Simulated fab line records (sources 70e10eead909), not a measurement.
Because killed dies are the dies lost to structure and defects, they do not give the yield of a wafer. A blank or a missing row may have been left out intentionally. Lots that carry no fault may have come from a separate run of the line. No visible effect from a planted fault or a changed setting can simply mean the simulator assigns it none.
fab line records	flow nand-harc
record lots=7	wafers=21	last-day=33
route steps=1302 shown A_CONTACT@1022 END@1302
lots untouched by any fault: they come from a run of this same line in which no faults occurred
start-h: hours from the record's opening day to when the first of the lot's shown wafers began	wait-h: how many hours have passed since the lot's step before this one	" same as the row above	L1.1+2: a row that stands for several wafers	- either no value or no given start	* or withheld: withheld	< > ~ a bound
route shown NAME@n: names a module that has steps shown in the file, with the first one's number in the route	usual: mean/standard deviation taken from wafers without a fault	same: alike in all rows	chamber/n: place in a boat	sites: readings site by site	_std_site: the standard deviation of these	_edge_site: the outer-site mean with the inner-site mean subtracted	radius-mm: how far each site lies from the wafer's centre	mask NAME#n: copy n	behind: tool/chamber where the wafer was last shaped	hold: why the lot went on hold/how many hours it stayed there/how the hold came to an end	device: transistor that didn't switch, given as n, p or np	end of line: the route-end tests of the same wafers	step lacking rows: just its recipe	killed: at the first sort, the dies lost to defects and structure; wafer yield is something else	map: shows each die of a wafer: x if killed, . if not, _ if none is there
set.NAME: the setting the step ran with; set.NAME@STEP: the setting that earlier step ran with	model.NAME: the simulator's own value behind a step, which no gauge read
certain route steps with their lots: each step a table, each wafer a row
services: a tool's chamber out of use, with start hour (start-h, from the record's first day; less than 0 if before it), hours out, and reason
## steps
# step NHARC_A_CONTACT_STRIP_100
# recipe cf4-flow-sccm=100	chf3-flow-sccm=30	ar-flow-sccm=0	bias-w=0	chemistry=CF4/CHF3
# step NHARC_A_CONTACT_STRIP_101
# recipe o2-flow-sccm=400	cos-flow-sccm=20	ar-flow-sccm=0	bias-w=0	chemistry=O2/COS
# step NHARC_A_CONTACT_ETCH_102
# recipe target-depth-a=1000	overetch-a=100	time-s=55	ion-energy-ev=100	cf4-flow-sccm=80	o2-flow-sccm=20	ar-flow-sccm=0	rf-w=300	bias-w=100	chemistry=CF4/O2
# usual cf4-flow-sccm=79.99/0.25	drypump-motor-current-A=5.70/0.26	oes-product-au=0.998/0.0074	rf-fwd-power-W=296.8/1.1	rf-vpp-V=197.9/1.3	showerhead-plenum-p-Torr=1.34/0.048	throttle-valve-pct=13.398/0.0092
lot.wafer	tool	chamber	start-h	wait-h	cf4-flow-sccm	drypump-motor-current-A	oes-product-au	rf-fwd-power-W	rf-hours-counter-h	rf-vpp-V	showerhead-plenum-p-Torr	throttle-valve-pct
L166.3	rie-diel-13	0	545.53	0.1	79.92	5.50	0.982	297.3	6	197.6	1.32	13.397
L166.4	"	1	"	"	79.75	5.59	0.997	298.4	6	198.6	1.32	13.396
L166.2	"	3	"	"	80.22	5.79	1.004	295.6	6	198.5	1.41	13.406
L171.4	rie-diel-13	1	566.92	0.1	80.30	5.50	0.998	295.6	8	196.7	1.32	13.388
L171.5	"	3	"	"	79.79	5.75	1.004	295.2	-	199.2	1.41	13.395
L171.6	"	0	"	"	80.55	5.44	0.990	294.6	-	196.9	1.32	13.401
L173.4	rie-diel-06	3	598.86	0.1	80.02	5.80	1.012	294.8	32	198.8	1.35	13.398
L173.1	"	1	"	"	79.97	5.27	0.998	298.5	42	194.9	1.24	13.397
L173.5	"	3	"	"	79.88	5.82	0.999	295.4	-	199.5	1.35	13.394
L174.2	rie-diel-13	0	599.77	0.1	79.98	5.44	0.988	295.9	13	197.8	1.32	13.389
L174.3	"	1	"	"	79.94	5.53	1.006	297.3	13	196.8	1.32	13.389
L174.5	"	2	"	"	80.45	6.00	0.991	296.7	-	196.4	1.28	13.401
L179.2	rie-diel-13	0	634.50	0.1	80.12	5.44	1.001	296.0	16	197.4	1.32	13.413
L179.4	"	1	"	"	79.99	5.57	1.002	296.4	18	197.8	1.32	13.384
L179.3	"	3	"	"	79.80	5.81	1.010	296.1	17	199.6	1.41	13.407
L184.2	rie-diel-13	3	709.36	0.1	80.34	5.80	0.996	297.0	0	199.6	1.41	13.383
L184.5	"	1	"	"	79.89	5.52	1.003	296.7	-	196.2	1.31	13.399
L184.6	"	2	"	"	80.21	6.01	0.999	296.7	-	196.6	1.28	13.389
L186.3	rie-diel-13	2	721.15	0.1	80.03	6.01	1.003	297.5	3	196.2	1.28	13.382
L186.2	"	3	"	"	79.79	5.78	0.999	296.2	2	199.0	1.41	13.412
L186.5	"	2	"	"	79.99	6.01	1.000	298.0	-	198.1	1.28	13.399
# step NHARC_A_CONTACT_STRIP_55
# recipe o2-flow-sccm=500	ar-flow-sccm=0	bias-w=0	chemistry=O2
# usual drypump-motor-current-A=5.71/0.24	oes-product-au=0.999/0.0072	rf-vpp-V=57.9/0.88	showerhead-plenum-p-Torr=3.54/0.12	throttle-valve-pct=17.036/0.0097
lot.wafer	tool	chamber	start-h	wait-h	drypump-motor-current-A	oes-product-au	rf-hours-counter-h	rf-vpp-V	showerhead-plenum-p-Torr	throttle-valve-pct
L166.2	rie-diel-13	0	-	-	5.48	0.995	6	57.6	3.50	17.038
L166.3	"	1	"	"	5.53	1.000	6	57.4	3.49	17.033
L166.4	"	2	"	"	6.04	0.982	5	57.8	3.40	17.044
L171.4	rie-diel-13	0	-	-	5.46	0.995	8	57.3	3.49	17.043
L171.5	"	2	"	"	6.00	0.988	-	57.4	3.40	17.023
L171.6	"	3	"	"	5.78	1.001	-	58.6	3.72	17.061
L173.4	rie-diel-06	2	-	-	5.78	0.997	37	59.2	3.69	17.038
L173.1	"	0	"	"	6.26	1.011	36	58.5	3.50	17.047
L173.5	"	2	"	"	5.78	1.002	-	58.1	3.69	17.029
L174.3	rie-diel-13	0	-	-	5.49	0.987	13	57.2	3.49	17.026
L174.2	"	3	"	"	5.82	0.990	13	58.9	3.72	17.029
L174.5	"	0	"	"	5.53	0.999	-	57.5	3.49	17.040
L179.2	rie-diel-13	1	-	-	5.52	1.000	18	57.9	3.48	17.035
L179.3	"	2	"	"	6.03	0.991	18	57.2	3.39	17.020
L179.4	"	3	"	"	5.79	0.997	17	57.9	3.72	17.041
L184.2	rie-diel-13	1	-	-	5.52	1.005	0	57.9	3.48	17.033
L184.5	"	2	"	"	6.01	1.003	-	57.6	3.39	17.041
L184.6	"	3	"	"	5.78	1.009	-	58.6	3.71	17.038
L186.2	rie-diel-13	2	-	-	6.04	1.007	3	57.8	3.38	17.057
L186.3	"	0	"	"	5.46	0.990	2	57.6	3.49	17.042
L186.5	"	1	"	"	5.59	1.000	-	57.0	3.48	17.041
# step NHARC_A_CONTACT_STRIP_56
# recipe time-s=600	temp-c=30	chemistry=post-etch-residue-remover
# step NHARC_A_CONTACT_DEP_57
# recipe target-thk-a=53000	temp-c=400	material=aC
# usual throttle-valve-pct=35.000/0.0096
lot.wafer	tool	chamber	start-h	wait-h	throttle-valve-pct
L166.2	acl-dep-03	0	546.74	-	34.992
L166.3	"	0	"	"	35.001
L166.4	"	0	"	"	34.987
L171.4	acl-dep-01	0	569.58	-	35.015
L171.5	"	0	"	"	35.017
L171.6	"	0	"	"	35.009
L173.1	acl-dep-01	0	599.83	-	35.003
L173.4	"	0	601.47	-	34.994
L173.5	"	0	"	"	35.000
L174.2	acl-dep-03	0	600.95	-	34.985
L174.3	"	0	"	"	35.007
L174.5	"	0	602.55	-	35.006
L179.2	acl-dep-02	0	636.49	-	35.010
L179.3	"	0	"	"	34.996
L179.4	"	0	"	"	35.005
L184.2	acl-dep-02	0	710.54	-	34.986
L184.5	"	0	712.13	-	35.011
L184.6	"	0	"	"	35.001
L186.2	acl-dep-03	0	722.76	-	35.013
L186.3	"	0	"	"	34.988
L186.5	"	0	724.37	-	34.995
# step NHARC_A_CONTACT_DEP_58
# recipe target-thk-a=900	target-thk-nm=90	temp-c=400	pressure-torr=3.5	flow-sccm=200	rf-w=350	material=SiON
# usual heater-power-outer-w=446/48	heater-power-w=738/70	rf-fwd-power-W=348.3/1
lot.wafer	tool	chamber	start-h	wait-h	heater-power-outer-w	heater-power-w	rf-fwd-power-W	since-wet-clean-h
L166.3	pecvd-01	2	549.45	1.6	448	747	349.4	44
L166.2	"	1	"	"	414	691	347.2	44
L166.4	"	2	"	"	460	777	350.5	-
L171.6	pecvd-04	2	571.30	0.1	442	792	348.1	-
L171.4	"	0	"	"	491	818	348.6	-
L171.5	"	1	"	"	553	841	347.8	-
L173.1	pecvd-02	1	603.19	2.8	402	661	347.8	159
L173.5	"	0	"	"	536	777	346.5	-
L173.4	"	1	"	"	411	677	346.5	-
L174.2	pecvd-04	1	603.64	2.2	490	789	347.4	141
L174.3	"	0	"	"	514	853	348.5	141
L174.5	"	1	"	"	500	804	348.0	-
L179.2	pecvd-01	0	639.19	2.2	377	624	349.6	134
L179.3	"	1	"	"	348	587	349.5	134
L179.4	"	2	"	"	454	753	349.6	-
L184.2	pecvd-02	1	713.24	2.2	405	685	346.7	88
L184.5	"	0	"	"	503	767	347.7	-
L184.6	"	2	"	"	360	656	349.6	-
L186.2	pecvd-01	1	725.49	2.2	422	699	349.6	39
L186.3	"	1	"	"	429	722	349.8	-
L186.5	"	1	"	"	420	691	348.5	-
# step NHARC_A_CONTACT_DEHYDRATE_59
# recipe temp-c=150	time-s=120
# step NHARC_A_CONTACT_HMDS_60
# recipe time-s=30
# step NHARC_A_CONTACT_COAT_61
# recipe temp-c=260	time-s=75
# step NHARC_A_CONTACT_COAT_62
# recipe temp-c=225	time-s=65
# step NHARC_A_CONTACT_COAT_63
# recipe spin-rpm=1500	resist-thk-nm=90
# step NHARC_A_CONTACT_SOFTBAKE_64
# recipe temp-c=105	time-s=55
# usual heater-power-total-W=188.45/0.14
lot.wafer	tool	chamber	start-h	wait-h	heater-power-total-W
L166.2	litho-track-04	0	549	-	188.48
L166.3	"	0	"	"	188.69
L166.4	"	0	"	"	188.36
L171.4	litho-track-01	0	571	-	188.33
L171.5	"	0	"	"	323.20
L171.6	"	0	"	"	322.95
L173.1	litho-track-01	0	603	-	188.40
L173.4	"	0	"	"	188.69
L173.5	"	0	"	"	323.12
L174.2	litho-track-01	0	603	-	188.69
L174.3	"	0	"	"	323.07
L174.5	"	0	"	"	323.14
L179.2	litho-track-06	0	639	-	188.61
L179.3	"	0	"	"	188.48
L179.4	"	0	"	"	188.30
L184.2	litho-track-01	0	713	-	188.36
L184.5	"	0	"	"	188.35
L184.6	"	0	"	"	188.67
L186.2	litho-track-04	0	725	-	188.67
L186.3	"	0	"	"	188.37
L186.5	"	0	"	"	188.59
# step NHARC_A_CONTACT_EBR_65
# step NHARC_END_SORT_01
# recipe temp-c=25
# usual killed-at-array=54/16	killed-at-other=0.6/0.86	killed-at-periphery=3.8/2.6	killed-dies=58/16	killed-open=3.3/1.8	killed-short=2.7/1.7
# same gross-dies=677
lot.wafer	tool	chamber	start-h	wait-h	killed-at-array	killed-at-other	killed-at-periphery	killed-dies	killed-open	killed-short
L166.2	prober-02	0	613.32	2.8	40	0	4	44	3	0
L166.3	prober-02	0	614.11	3.1	50	0	6	56	3	1
L166.4	prober-02	0	614.91	3.4	50	0	2	52	1	6
L171.4	prober-01	0	629.95	3.4	62	1	0	63	3	1
L171.5	prober-01	0	630.73	3.6	67	0	3	70	5	2
L171.6	prober-01	0	631.52	3.9	54	0	5	59	3	3
L173.1	prober-02	0	662.79	2.5	53	0	2	55	3	4
L173.4	prober-02	0	665.21	3.4	50	0	1	51	3	3
L173.5	prober-02	0	666.02	3.7	43	1	2	46	6	2
L174.2	prober-01	0	663.52	2.8	71	0	7	78	1	1
L174.3	prober-01	0	664.33	3.1	71	0	9	80	0	2
L174.5	prober-01	0	665.94	3.7	84	0	2	86	3	1
L179.2	prober-01	0	709.37	2.8	74	1	5	80	6	5
L179.3	prober-01	0	710.18	3.1	75	0	2	77	3	4
L179.4	prober-01	0	710.98	3.4	70	0	2	72	4	3
L184.2	prober-01	0	781.78	2.8	67	2	1	70	4	4
L184.5	prober-01	0	784.19	3.7	51	4	1	56	6	3
L184.6	prober-01	0	784.99	4.0	48	2	7	57	4	2
# killed by level:class
L166.2 A_CHANNEL_HOLE_D2:chamber-film-flake=30 P_STI:chamber-film-flake=3 A_STAIRCASE:chamber-film-flake=3 A_CONTACT:chamber-film-flake=3 P_M0:geometric-particle:open=1 A_ONON_D1:geometric-particle:open=1 A_CHANNEL_FILL_D2:chamber-film-flake=1 A_M1:geometric-particle:open=1
L166.3 A_CHANNEL_HOLE_D2:chamber-film-flake=30 P_STI:chamber-film-flake=5 A_CONTACT:chamber-film-flake=5 A_CHANNEL_HOLE_D1:chamber-film-flake=4 A_STAIRCASE:chamber-film-flake=3 A_WL_FILL:chamber-film-flake=2 A_M0:chamber-film-flake=2 P_M0:geometric-particle:short=1
L166.4 A_CHANNEL_HOLE_D2:chamber-film-flake=32 A_SLIT:chamber-film-flake=3 A_CONTACT:chamber-film-flake=3 A_CHANNEL_HOLE_D1:geometric-particle:short=2 A_STAIRCASE:chamber-film-flake=2 A_M0:chamber-film-flake=2 P_STI:geometric-particle:short=1 P_M0:geometric-particle:open=1
L171.4 A_CHANNEL_HOLE_D2:chamber-film-flake=32 A_SLIT:chamber-film-flake=11 A_CHANNEL_HOLE_D1:chamber-film-flake=5 A_ZERO_WELL:chamber-film-flake=3 A_DECK1_JOINT:chamber-film-flake=3 A_STAIRCASE:chamber-film-flake=3 A_CONTACT:chamber-film-flake=2 A_CHANNEL_HOLE_D1:geometric-particle:short=1
L171.5 A_CHANNEL_HOLE_D2:chamber-film-flake=32 A_SLIT:chamber-film-flake=20 A_STAIRCASE:chamber-film-flake=5 A_CHANNEL_HOLE_D1:chamber-film-flake=4 P_M0:geometric-particle:open=2 A_WL_FILL:chamber-film-flake=2 P_GATE:geometric-particle:short=1 A_ONON_D1:geometric-particle:short=1
L171.6 A_CHANNEL_HOLE_D2:chamber-film-flake=30 A_SLIT:chamber-film-flake=12 A_STAIRCASE:chamber-film-flake=5 P_ZERO_WELL:geometric-particle:short=1 P_M0:geometric-particle:short=1 P_M2:geometric-particle:open=1 A_ONON_D1:geometric-particle:open=1 A_DECK1_JOINT:geometric-particle:open=1
L173.1 A_CHANNEL_HOLE_D1:chamber-film-flake=36 A_STAIRCASE:chamber-film-flake=5 A_M1:geometric-particle:open=2 A_CHANNEL_FILL_D2:chamber-film-flake=2 A_CONTACT:chamber-film-flake=2 P_GATE:geometric-particle:open=1 A_ONON_D1:geometric-particle:short=1 A_CHANNEL_FILL_D1:geometric-particle:short=1
L174.2 A_CHANNEL_HOLE_D1:chamber-film-flake=25 A_SLIT:chamber-film-flake=21 A_CHANNEL_HOLE_D2:chamber-film-flake=14 A_BLC:chamber-film-flake=7 P_GATE:chamber-film-flake=6 A_STAIRCASE:chamber-film-flake=2 P_CONTACT:geometric-particle:open=1 A_WL_FILL:geometric-particle:short=1
L174.3 A_CHANNEL_HOLE_D1:chamber-film-flake=31 A_SLIT:chamber-film-flake=18 P_GATE:chamber-film-flake=6 A_CHANNEL_HOLE_D2:chamber-film-flake=6 A_CONTACT:chamber-film-flake=5 A_WL_FILL:chamber-film-flake=4 A_STAIRCASE:chamber-film-flake=3 A_BLC:chamber-film-flake=3
L173.4 A_CHANNEL_HOLE_D1:chamber-film-flake=32 A_STAIRCASE:chamber-film-flake=4 A_CHANNEL_HOLE_D2:chamber-film-flake=3 A_CONTACT:chamber-film-flake=3 P_CONTACT:geometric-particle:open=1 A_ONON_D1:geometric-particle:short=1 A_CHANNEL_FILL_D1:geometric-particle:open=1 A_CHANNEL_FILL_D2:geometric-particle:short=1
L174.5 A_CHANNEL_HOLE_D1:chamber-film-flake=31 A_SLIT:chamber-film-flake=20 A_CHANNEL_HOLE_D2:chamber-film-flake=12 A_STAIRCASE:chamber-film-flake=5 A_BLC:chamber-film-flake=4 A_CONTACT:chamber-film-flake=4 P_GATE:chamber-film-flake=2 A_DECK1_JOINT:chamber-film-flake=2
L173.5 A_CHANNEL_HOLE_D1:chamber-film-flake=32 A_STAIRCASE:chamber-film-flake=2 A_CONTACT:chamber-film-flake=2 P_CONTACT:geometric-particle:open=1 P_M2:geometric-particle:open=1 A_ONON_D1:geometric-particle:open=1 A_ONON_D1:geometric-particle:short=1 A_STAIRCASE:geometric-particle:open=1
L179.2 A_CHANNEL_HOLE_D1:chamber-film-flake=33 A_SLIT:chamber-film-flake=14 A_CHANNEL_HOLE_D2:chamber-film-flake=7 A_STAIRCASE:chamber-film-flake=4 A_WL_FILL:geometric-particle:short=3 A_CONTACT:chamber-film-flake=3 P_CONTACT:geometric-particle:open=2 P_ZERO_WELL:chamber-film-flake=2
L179.3 A_CHANNEL_HOLE_D1:chamber-film-flake=33 A_SLIT:chamber-film-flake=10 A_CHANNEL_HOLE_D2:chamber-film-flake=9 A_STAIRCASE:chamber-film-flake=5 A_WL_FILL:chamber-film-flake=3 A_CONTACT:chamber-film-flake=3 A_DECK1_JOINT:chamber-film-flake=2 A_ONON_D1:geometric-particle:short=1
L179.4 A_CHANNEL_HOLE_D1:chamber-film-flake=31 A_CHANNEL_HOLE_D2:chamber-film-flake=11 A_SLIT:chamber-film-flake=10 A_STAIRCASE:chamber-film-flake=4 A_M0:geometric-particle:open=2 A_DECK1_JOINT:chamber-film-flake=2 A_WL_FILL:chamber-film-flake=2 A_CONTACT:chamber-film-flake=2
L184.2 A_SLIT:chamber-film-flake=21 A_CONTACT:chamber-film-flake=14 A_CHANNEL_HOLE_D2:chamber-film-flake=14 A_CHANNEL_HOLE_D1:chamber-film-flake=7 A_ONON_D2:geometric-particle:open=2 A_CHANNEL_FILL_D1:chamber-film-flake=2 A_STAIRCASE:chamber-film-flake=2 THIN_TSV:chamber-film-flake=2
L184.5 A_SLIT:chamber-film-flake=13 A_CHANNEL_HOLE_D2:chamber-film-flake=10 A_CONTACT:chamber-film-flake=9 A_CHANNEL_HOLE_D1:chamber-film-flake=8 A_DECK1_JOINT:geometric-particle:open=3 THIN_TSV:chamber-film-flake=3 A_STAIRCASE:chamber-film-flake=2 A_CHANNEL_FILL_D1:chamber-film-flake=2
L184.6 A_CHANNEL_HOLE_D2:chamber-film-flake=14 A_CHANNEL_HOLE_D1:chamber-film-flake=11 A_CONTACT:chamber-film-flake=10 A_SLIT:chamber-film-flake=8 P_CONTACT:geometric-particle:open=2 P_CONTACT:chamber-film-flake=2 A_CHANNEL_FILL_D1:chamber-film-flake=2 THIN_TSV:chamber-film-flake=2
## services
tool	chamber	start-h	hours	kind
rie-diel-13	-	521.78	9.0	pm
rie-diel-13	0	521.78	9.0	vent-cycle
rie-diel-13	1	521.78	9.0	vent-cycle
rie-diel-13	2	521.78	9.0	vent-cycle
litho-track-06	-	529.00	7.0	pm
acl-dep-01	-	552.41	13.0	pm
litho-track-04	-	553.00	7.0	pm
acl-dep-02	-	609.54	13.0	pm
pecvd-02	-	612.69	13.0	pm
pecvd-04	-	631.00	13.0	pm
pecvd-02	1	642.69	4.1	repair
rie-diel-06	-	656.42	0.4	repair
pecvd-02	1	658.17	4.2	repair
acl-dep-03	-	662.17	13.0	pm
rie-diel-06	-	662.31	9.0	pm
rie-diel-13	-	671.11	0.3	repair
pecvd-01	-	673.32	13.0	pm
litho-track-01	-	680.00	7.0	pm
rie-diel-13	2	692.40	2.7	repair
rie-diel-13	-	698.78	9.0	pm
litho-track-06	-	704.00	7.0	pm
rie-diel-06	1	706.72	2.7	repair
rie-diel-06	0	707.17	13.7	repair
pecvd-01	2	725.01	21.1	repair
## key
first-sign step=NHARC_A_CONTACT_SOFTBAKE_64	reading=heater-power-total-W	direction=up	sigmas=99+	usual=*	struck=*
effect none on later readings
met-at NHARC_A_CONTACT_SOFTBAKE_64
struck-wafers L171.5,L171.6,L173.5,L174.3,L174.5
tester-left-out L171,L173,L174
fault kind=process-parameter-drift	tool=litho-track-01	chamber=-	onset-h=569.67	steps=NHARC_A_CONTACT_SOFTBAKE_64	channel=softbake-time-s	offset=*	shape=step	end-h=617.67	scope=struck-wafers-only	acts-in=*	stated=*
# tester-left-out: of these lots the tester's yield and bins aren't shown, on N5 and GAA mostly nor the transistor test; their killed dies are dies lost to structure and defects alone, not to doping, threshold or leakage, so they don't give the yield
